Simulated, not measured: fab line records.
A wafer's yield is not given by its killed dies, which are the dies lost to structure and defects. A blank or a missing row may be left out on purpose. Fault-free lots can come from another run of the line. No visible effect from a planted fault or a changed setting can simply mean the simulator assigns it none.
8D (eight disciplines) problem report, filled in by code | flow nand harc | the parts of the form that need people (team, actions taken, sign-off) are left out

1. THE ISSUE
oes product au at NHARC_A_CONTACT_ETCH_75 reads a mean of 0.823 a.u. on 1 wafer of 1 lot; wafers without a fault read 0.996 a.u. with a standard deviation of 0.0075. Measured from the usual mean, that is -23 standard deviations.
The step: etches the open film in CF4, target depth 39 nm, time 65 s.
First seen on wafer L427.1, day 27 19:29, on rie diel-08. Wafers with a number at this step in the record: 38, from 13 lots. The rule behind "out" and "out of limits": a value lying over 4 standard deviations away from the usual mean. All remaining wafers that have a number are taken as sound.

2. WHAT IT IS AND WHAT IT IS NOT
question                    | is                | is not
which readings at this step | oes product au    | drypump motor current A, rf vpp V, showerhead plenum p Torr, throttle valve pct
which lots                  | L427              | L415, L416, L417, L418, L420, L421, L430, L431, L432, L434, L435, L438
which wafers of those lots  | L427.1            | L427.5
read on which tools         | rie diel-08       | rie diel-01, rie diel-03
when                        | from day 27 19:29 | up to then (19 sound wafers); but 18 sound wafers of L430, L431, L432, L434, L435, L438 came after

3. WHAT RULES OUT EACH SUSPECT
Counting: a tool at a process step up to the reading stays a suspect if it ran every lot that is out. Sound lots after the first of them don't rule it out here, since some wafers of a struck lot are sound.
- rie diel-01 at NHARC_A_CONTACT_ETCH_102 (etches the open film in CF4/O2, target depth 100 nm, overetch 10 nm, time 55 s): kept. It ran the lot that is out, L427 (day 27 09:56).
- acl dep-01 at NHARC_A_CONTACT_DEP_57 (deposits aC, target thk 5300 nm): kept. It processed L427, the lot that is out, at day 27 15:15, and its most recent sound lot before then was L416 at day 22 13:02.
- rie diel-08 at NHARC_A_CONTACT_DESCUM_74 (chemistry O2, time 3 s): kept. It processed L427, the lot that is out, at day 27 19:24, and its most recent sound lot before then was L421 at day 24 15:04.
- rie diel-08 at NHARC_A_CONTACT_ETCH_75 (etches the open film in CF4, target depth 39 nm, time 65 s): kept. It processed L427, the lot that is out, at day 27 19:29, and its most recent sound lot before then was L421 at day 24 15:09. On those wafers its own readings are out: oes product au.
- At NHARC_A_CONTACT_ETCH_102 on rie diel-01, chamber 1 took the sound wafers of the same lots and chamber 0 took the wafers that are out.
- At NHARC_A_CONTACT_DESCUM_74 on rie diel-08, chamber 3 took the sound wafers of the same lots and chamber 0 took the wafers that are out.
- At NHARC_A_CONTACT_ETCH_75 on rie diel-08, chamber 2 took the sound wafers of the same lots and chamber 0 took the wafers that are out.
Left after counting: rie diel-01 at NHARC_A_CONTACT_ETCH_102, acl dep-01 at NHARC_A_CONTACT_DEP_57, rie diel-08 at NHARC_A_CONTACT_DESCUM_74, rie diel-08 at NHARC_A_CONTACT_ETCH_75.

4. THE CAUSE (what the simulator had put in)
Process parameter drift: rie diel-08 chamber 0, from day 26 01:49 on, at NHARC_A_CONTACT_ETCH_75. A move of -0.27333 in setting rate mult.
Of the 4 suspects that counting leaves, this tool is one.

5. THE EFFECT CHAIN, in route order
Rows list readings where the struck wafers' mean (over those with a number) sits beyond 3 standard deviations from the usual. Readings are gone through only where the record gives a usual standard deviation; hours: the median, over the lots, of the time from a lot's start at the first step in this table giving one to that lot's start at this step; sigmas: the change measured in usual standard deviations.
hours | step                    | reading        | usual      | on struck wafers | change | sigmas
0     | NHARC_A_CONTACT_ETCH_75 | oes product au | 0.996 a.u. | 0.823            | -0.173 | -23
The process steps in it:
- NHARC_A_CONTACT_ETCH_75: etches the open film in CF4, target depth 39 nm, time 65 s.

6. HOW IT WOULD HAVE BEEN CAUGHT EARLIER
42 hours passed between the start of the fault at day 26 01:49 and the first reading out of limits in this record, taken at day 27 19:29.
